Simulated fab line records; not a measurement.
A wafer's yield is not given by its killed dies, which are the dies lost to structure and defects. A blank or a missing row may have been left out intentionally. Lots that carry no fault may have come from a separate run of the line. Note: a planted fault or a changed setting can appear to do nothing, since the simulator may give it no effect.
fab line records	flow nandHarc
record: lots: 12	wafers: 36	lastDay: 24
route steps=1159 shown P_BONDPAD@372 A_ZERO_WELL@396
lots that met no fault: from a run of the same line without faults
startH: hours from the record's first day to the start of the lot's first wafer shown	waitH: how many hours have passed since the lot's step before this one	" as in the row above	L1.1+2: a single row standing in for several wafers	- no value, or no start given	* or withheld: withheld	< > ~ a bound
route shown NAME@n: NAME is a module with steps in the file, n the number in the route of the first one	usual: mean/standard deviation taken from wafers without a fault	same: alike in all rows	chamber/n: place in a boat	sites: per-site readings	_std_site: the standard deviation of these	_edge_site: the outer-site mean with the inner-site mean subtracted	radiusMm: how far each site lies from the wafer's centre	mask NAME#n: copy n	behind: tool/chamber where the wafer was last shaped	hold: what put the lot on hold/how long, in hours/how the hold closed	device: which transistor (n, p or np) failed to switch	end of line: the route-end tests of the same wafers	step lacking rows: just its recipe	killed: at the first sort, the dies lost to defects and structure; wafer yield is something else	map: a wafer's dies, marking killed ones x, the rest . and places with no die _
set.NAME: the setting as run; set.NAME@STEP: as run at that earlier step	model.NAME: the simulator's own value behind a step, which no gauge read
one table for each step of the route and one row for each wafer, over a sample of lots
services: from which hour (startH, from the record's first day; less than 0 if before it) a tool's chamber was out of use, for how many hours, and why
== steps ==
step: NHARC_P_BONDPAD_ETCH_24
recipe: targetDepthA: 300	overEtchFrac: 0.3	timeS: 72.99	ionEnergyEv: 150	cf4FlowSccm: 50	n2FlowSccm: 100	arFlowSccm: 150	rfW: 300	biasW: 100	chemistry: CF4/N2
usual: drypumpMotorCurrentA: 5.6/0.4	oesProductAu: 0.999/0.007	rfVppV: 314.2/1.6	showerheadPlenumPTorr: 2.63/0.083	throttleValvePct: 19.793/0.0095
same: overEtchFrac: 0.3
lot.wafer	tool	chamber	startH	waitH	drypumpMotorCurrentA	oesProductAu	rfHoursCounterH	rfVppV	showerheadPlenumPTorr	throttleValvePct
L965.1	rieDiel-13	0	135.88	0.1	5.5	0.998	2	314.7	2.69	19.782
L965.3	"	1	"	"	5.8	1.003	3	315.9	2.68	19.803
L965.2	"	2	"	"	5.3	0.991	3	312.8	2.51	19.802
L970.2	rieDiel-13	3	-	-	6.0	0.994	3	316.1	2.69	19.781
L970.3	"	0	"	"	5.5	0.998	4	316.0	2.69	19.786
L970.4	"	1	"	"	5.8	1.000	5	313.3	2.68	19.811
L971.3	rieDiel-09	0	-	-	5.1	0.997	32	313.8	2.64	19.801
L971.4	"	2	"	"	4.9	1.003	31	316.1	2.62	19.799
L971.2	"	3	"	"	5.5	0.991	29	311.2	2.45	19.797
L972.2	rieDiel-11	0	-	-	6.0	0.994	55	314.7	2.70	19.791
L972.4	"	2	"	"	5.9	0.997	54	314.3	2.63	19.793
L972.1	"	3	"	"	6.5	0.999	42	311.4	2.48	19.796
L974.4	rieDiel-13	2	-	-	5.3	1.007	8	312.9	2.51	19.807
L974.2	"	3	"	"	6.0	1.007	6	315.5	2.69	19.798
L974.1	"	1	"	"	5.8	0.988	8	316.7	2.67	19.776
L976.1	rieDiel-11	0	-	-	6.0	0.999	6	316.5	2.70	19.794
L976.3	"	2	"	"	5.8	0.990	4	315.7	2.62	19.804
L976.6	"	0	"	"	6.0	1.019	-	315.2	2.70	19.805
L979.2	rieDiel-13	2	-	-	5.2	0.993	10	314.0	2.51	19.789
L979.4	"	1	"	"	5.9	0.999	10	315.3	2.67	19.784
L979.5	"	2	"	"	5.3	0.997	-	313.0	2.51	19.776
L981.3	rieDiel-13	2	-	-	5.3	1.008	11	312.7	2.51	19.784
L981.6	"	1	"	"	5.8	0.998	-	314.8	2.67	19.784
L981.5	"	2	"	"	5.3	1.002	-	310.6	2.51	19.817
L982.3	rieDiel-09	2	-	-	4.9	1.002	56	313.7	2.61	19.795
L982.4	"	0	"	"	5.0	0.998	58	314.1	2.63	19.802
L982.5	"	2	"	"	4.9	1.006	-	314.2	2.61	19.803
L984.4	rieDiel-09	0	-	-	5.0	0.998	58	313.4	2.63	19.785
L984.3	"	1	"	"	4.9	1.002	60	313.8	2.60	19.798
L984.5	"	1	"	"	4.9	1.001	-	313.6	2.60	19.780
L988.1	rieDiel-13	3	-	-	6.0	1.004	14	316.0	2.69	19.776
L988.4	"	1	"	"	5.8	0.994	16	316.8	2.67	19.796
L988.3	"	2	"	"	5.3	1.004	16	313.4	2.51	19.785
L987.1	rieDiel-11	3	-	-	6.5	0.991	24	311.2	2.47	19.796
L987.4	"	1	"	"	6.2	1.003	21	315.8	2.73	19.799
L987.3	"	2	"	"	5.8	0.992	23	314.3	2.62	19.805
step: NHARC_A_ZERO_WELL_SOFTBAKE_05
recipe: tempC: 125	timeS: 70
usual: heaterPowerTotalW: 200.9/1.3
lot.wafer	tool	chamber	startH	waitH	heaterPowerTotalW
L965.1	lithoTrack-03	0	138	-	200.3
L965.2	"	0	"	"	200.0
L965.3	"	0	"	"	201.6
L970.2	lithoTrack-02	0	156	-	202.6
L970.3	"	0	"	"	202.3
L970.4	"	0	"	"	202.6
L971.2	lithoTrack-02	0	177	-	202.1
L971.3	"	0	"	"	200.4
L971.4	"	0	"	"	202.5
L972.1	lithoTrack-03	0	177	-	201.5
L972.2	"	0	"	"	202.7
L972.4	"	0	"	"	199.0
L974.1	lithoTrack-03	0	189	-	202.7
L974.2	"	0	"	"	202.5
L974.4	"	0	"	"	199.7
L976.1	lithoTrack-07	0	212	-	201.1
L976.3	"	0	"	"	202.5
L976.6	"	0	"	"	200.7
L979.2	lithoTrack-07	0	212	-	201.2
L979.4	"	0	"	"	199.4
L979.5	"	0	"	"	201.7
L981.3	lithoTrack-07	0	222	-	207.5
L981.5	"	0	"	"	207.3
L981.6	"	0	"	"	202.6
L982.3	lithoTrack-02	0	243	-	201.0
L982.4	"	0	"	"	202.7
L982.5	"	0	"	"	199.0
L984.3	lithoTrack-03	0	244	-	198.8
L984.4	"	0	"	"	199.3
L984.5	"	0	"	"	198.8
L988.1	lithoTrack-02	0	262	-	202.4
L988.3	"	0	"	"	200.5
L988.4	"	0	"	"	202.5
L987.1	lithoTrack-03	0	264	-	202.4
L987.3	"	0	"	"	199.3
L987.4	"	0	"	"	201.8
step: NHARC_A_ZERO_WELL_ETCH_19
recipe: targetDepthA: 800	overetchA: 240	timeS: 87.88	ionEnergyEv: 200	n2FlowSccm: 150	h2FlowSccm: 150	arFlowSccm: 0	rfW: 400	biasW: 150	chemistry: N2/H2
usual: drypumpMotorCurrentA: 5.7/0.51	oesProductAu: 0.998/0.0084	rfVppV: 431.0/2.8	showerheadPlenumPTorr: 2.06/0.093	throttleValvePct: 14.171/0.009
lot.wafer	tool	chamber	startH	waitH	drypumpMotorCurrentA	oesProductAu	rfHoursCounterH	rfVppV	showerheadPlenumPTorr	throttleValvePct
L965.2	rieDiel-07	0	139.50	0.1	5.4	0.990	5	430.5	2.04	14.175
L965.3	"	1	"	"	4.7	0.989	5	427.1	1.90	14.167
L965.1	"	2	"	"	6.4	0.973	5	434.7	2.16	14.190
L970.2	rieDiel-07	3	156.95	0.1	5.6	0.988	6	434.8	2.18	14.174
L970.3	"	0	"	"	5.4	1.013	6	432.7	2.04	14.168
L970.4	"	1	"	"	4.7	0.987	6	426.5	1.90	14.160
L971.4	rieDiel-02	0	177.78	0.1	5.4	1.005	1	427.3	1.97	14.169
L971.3	"	1	"	"	6.4	1.005	1	431.9	2.06	14.162
L971.2	"	2	"	"	5.9	1.006	1	431.6	2.09	14.164
L972.4	rieDiel-07	3	178.07	0.1	5.6	1.000	7	433.6	2.18	14.168
L972.2	"	0	"	"	5.4	0.993	8	429.4	2.04	14.152
L972.1	"	1	"	"	4.7	0.997	8	426.4	1.90	14.180
L974.4	rieDiel-04	0	189.99	0.1	5.3	1.003	7	429.1	2.05	14.178
L974.1	"	2	"	"	6.1	1.002	9	433.3	2.12	14.169
L974.2	"	3	"	"	6.0	0.999	6	427.6	1.89	14.171
L976.3	rieDiel-02	0	212.82	0.1	5.4	1.004	4	428.7	1.97	14.164
L976.1	"	1	"	"	6.4	1.004	4	431.9	2.06	14.170
L976.6	"	0	"	"	5.5	0.994	-	428.5	1.97	14.174
L979.2	rieDiel-04	2	213.62	0.1	6.0	1.007	10	432.5	2.12	14.177
L979.4	"	0	"	"	5.3	0.994	9	431.9	2.05	14.182
L979.5	"	1	"	"	5.0	0.995	-	430.9	2.06	14.170
L981.3	rieDiel-07	3	222.74	0.1	5.6	1.003	10	435.2	2.18	14.168
L981.6	"	1	"	"	4.7	0.993	-	426.4	1.90	14.178
L981.5	"	2	"	"	6.4	0.993	-	434.0	2.16	14.174
L982.3	rieDiel-02	0	244.15	0.1	5.4	1.002	6	427.9	1.97	14.180
L982.4	"	0	"	"	5.4	0.994	-	427.7	1.97	14.181
L982.5	"	2	"	"	5.8	1.002	-	431.1	2.08	14.176
L984.4	rieDiel-04	3	245.05	0.1	6.0	1.004	11	425.6	1.89	14.171
L984.3	"	0	"	"	5.3	0.999	11	429.4	2.04	14.155
L984.5	"	0	"	"	5.3	1.006	-	432.5	2.05	14.180
L988.3	rieDiel-07	3	263.65	0.1	5.7	0.993	2	433.6	2.18	14.166
L988.1	"	0	"	"	5.4	1.022	2	431.7	2.04	14.183
L988.4	"	2	"	"	6.4	0.996	2	432.4	2.16	14.169
L987.4	rieDiel-07	3	264.86	0.1	5.6	1.006	2	432.9	2.18	14.170
L987.1	"	0	"	"	5.4	1.014	2	431.2	2.04	14.170
L987.3	"	1	"	"	4.7	1.000	2	425.8	1.89	14.159
step: NHARC_A_ZERO_WELL_INSPECT_17
usual: rawDefectCount: 10/5.3
lot.wafer	tool	chamber	startH	waitH	rawDefectCount
L965.1	defectInspect-01	-	140.74	0.2	12
L965.2	"	-	"	"	4
L965.3	"	-	"	"	4
L970.2	defectInspect-01	-	158.21	0.1	7
L970.3	"	-	"	"	4
L970.4	"	-	"	"	10
L971.2	defectInspect-01	-	179.00	0.1	7
L971.3	"	-	"	"	5
L971.4	"	-	"	"	14
L972.1	defectInspect-01	-	179.28	0.2	10
L972.2	"	-	"	"	22
L972.4	"	-	"	"	9
L974.1	defectInspect-02	-	191.22	0.2	18
L974.2	"	-	"	"	11
L974.4	"	-	"	"	7
L976.1	defectInspect-01	-	214.18	0.2	6
L976.3	"	-	"	"	10
L976.6	"	-	"	"	3
L979.2	defectInspect-02	-	214.85	0.1	5
L979.4	"	-	"	"	7
L979.5	"	-	"	"	9
L981.3	defectInspect-01	-	223.96	0.1	3
L981.5	"	-	"	"	7
L981.6	"	-	"	"	5
L982.3	defectInspect-01	-	245.39	0.1	10
L982.4	"	-	"	"	6
L982.5	"	-	"	"	17
L984.3	defectInspect-02	-	246.29	0.1	7
L984.4	"	-	"	"	7
L984.5	"	-	"	"	3
L988.1	defectInspect-02	-	265.14	0.3	3
L988.3	"	-	"	"	4
L988.4	"	-	"	"	3
L987.1	defectInspect-02	-	266.18	0.2	7
L987.3	"	-	"	"	3
L987.4	"	-	"	"	9
== services ==
tool	chamber	startH	hours	kind
rieDiel-04	-	111.90	9.0	pm
rieDiel-13	-	113.22	1.3	repair
rieDiel-13	3	120.60	16.8	repair
rieDiel-04	0	128.57	15.5	repair
rieDiel-09	3	131.37	4.8	repair
rieDiel-13	0	132.54	-	clean
rieDiel-13	1	132.54	-	clean
rieDiel-13	2	132.54	-	clean
rieDiel-07	0	133.77	-	clean
rieDiel-11	1	144.97	3.7	repair
rieDiel-02	-	150.73	9.0	pm
rieDiel-02	3	161.05	3.9	repair
lithoTrack-02	-	165.00	7.0	pm
rieDiel-04	3	167.13	13.6	repair
lithoTrack-07	-	189.00	7.0	pm
rieDiel-11	-	189.50	9.0	pm
rieDiel-02	0	200.15	1.5	repair
rieDiel-04	-	205.11	3.9	repair
lithoTrack-03	-	213.00	7.0	pm
rieDiel-04	2	214.75	5.5	repair
rieDiel-07	-	228.27	9.0	pm
rieDiel-02	3	236.04	15.7	repair
rieDiel-04	2	236.48	1.3	repair
rieDiel-09	-	254.10	9.0	pm
== key ==
firstSign: step: NHARC_A_ZERO_WELL_SOFTBAKE_05	reading: heaterPowerTotalW	direction: up	sigmas: 5	usual: *	struck: *
effect none on later readings
metAt NHARC_A_ZERO_WELL_SOFTBAKE_05
struckLots L981
struckWafers L981.3,L981.5
testerLeftOut L981
notActingAt NHARC_P_BONDPAD_ETCH_24,NHARC_A_ZERO_WELL_ETCH_19,NHARC_A_ZERO_WELL_INSPECT_17
onsetBetween 212 222
fault: kind: processParameterDrift	tool: lithoTrack-07	chamber: -	onsetH: 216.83	steps: NHARC_A_ZERO_WELL_SOFTBAKE_05	channel: timeS	offset: *	shape: step	endH: 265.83	scope: struckWafersOnly	actsIn: *	stated: *
testerLeftOut: of these lots the tester's yield and bins aren't shown, on N5 and GAA mostly nor the transistor test; their killed dies are dies lost to structure and defects alone, not to doping, threshold or leakage, so they don't give the yield
